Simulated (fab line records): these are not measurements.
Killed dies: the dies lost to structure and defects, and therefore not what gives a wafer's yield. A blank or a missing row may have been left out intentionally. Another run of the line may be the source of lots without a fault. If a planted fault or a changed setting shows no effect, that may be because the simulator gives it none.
Which tool did it?	flow n5_finfet	Sampling: 6 lots, 18 wafers, 3 of 1938 route steps

WHAT EACH GAUGE READ, for each wafer
N5_BEOL_M13_CD_MEAS_10: the cd target is 190 nm.
lot	measured	on	cd_nm (nm)
L131	day 12 21:19	cd_sem-03	191.4 193.4 190.8
L134	day 13 09:46	cd_sem-02	188.8 189.0 188.3
L135	day 14 01:44	cd_sem-03	189.8 190.7 190.7
L144	day 16 11:27	cd_sem-01	192.3 193.3 192.4
L150	day 17 13:55	cd_sem-03	192.2 190.3 192.3
L153	day 18 07:46	cd_sem-03	191.0 191.7 190.8

EACH LOT AND THE TOOL THAT RAN IT (in order: tool; ch and the chambers of the sampled wafers; start)
lot	N5_BEOL_M12_SPUTTER_43	N5_BEOL_M12_DEP_53
L131	pvd_sputter-03, day 12 19:32	pecvd-03 ch 0,1, day 12 20:37
L134	pvd_sputter-02, day 13 08:07	pecvd-04 ch 1,2, day 13 09:11
L135	pvd_sputter-01, day 14 00:05	pecvd-02 ch 1,2, day 14 01:10
L144	pvd_sputter-02, day 16 08:59	pecvd-02 ch 0,1, day 16 10:45
L150	pvd_sputter-02, day 17 12:13	pecvd-02 ch 0,1,2, day 17 13:17
L153	pvd_sputter-01, day 18 05:49	pecvd-04 ch 0,2, day 18 07:04
- N5_BEOL_M12_SPUTTER_43: material TaN, target thk 15 nm, time 24.19 s.
- N5_BEOL_M12_DEP_53: deposits SiCN from 3MS/NH3, target thk 30 nm, time 10.5 s.

THE ANSWER, worked out from the rows above alone
Rule: the usual values come from the lots themselves. The widest of any qualifying gaps counts: lots, ordered by their means at a reading, are off when they make up no more than a third of the lots, leave a main group of 4 or more, and stand apart from it by 3 or more times the standard deviation of that group's means. The tables above print the reading to a certain number of digits; a main group whose means all agree to those digits is not used. A lot without any number at a reading at which 4 lots or more have one is off too. Any other lot the step has rows for is counted as sound.
Across all readings shown, no lot is off: no conclusion can be drawn from this.

WHAT THE SIMULATOR PUT IN
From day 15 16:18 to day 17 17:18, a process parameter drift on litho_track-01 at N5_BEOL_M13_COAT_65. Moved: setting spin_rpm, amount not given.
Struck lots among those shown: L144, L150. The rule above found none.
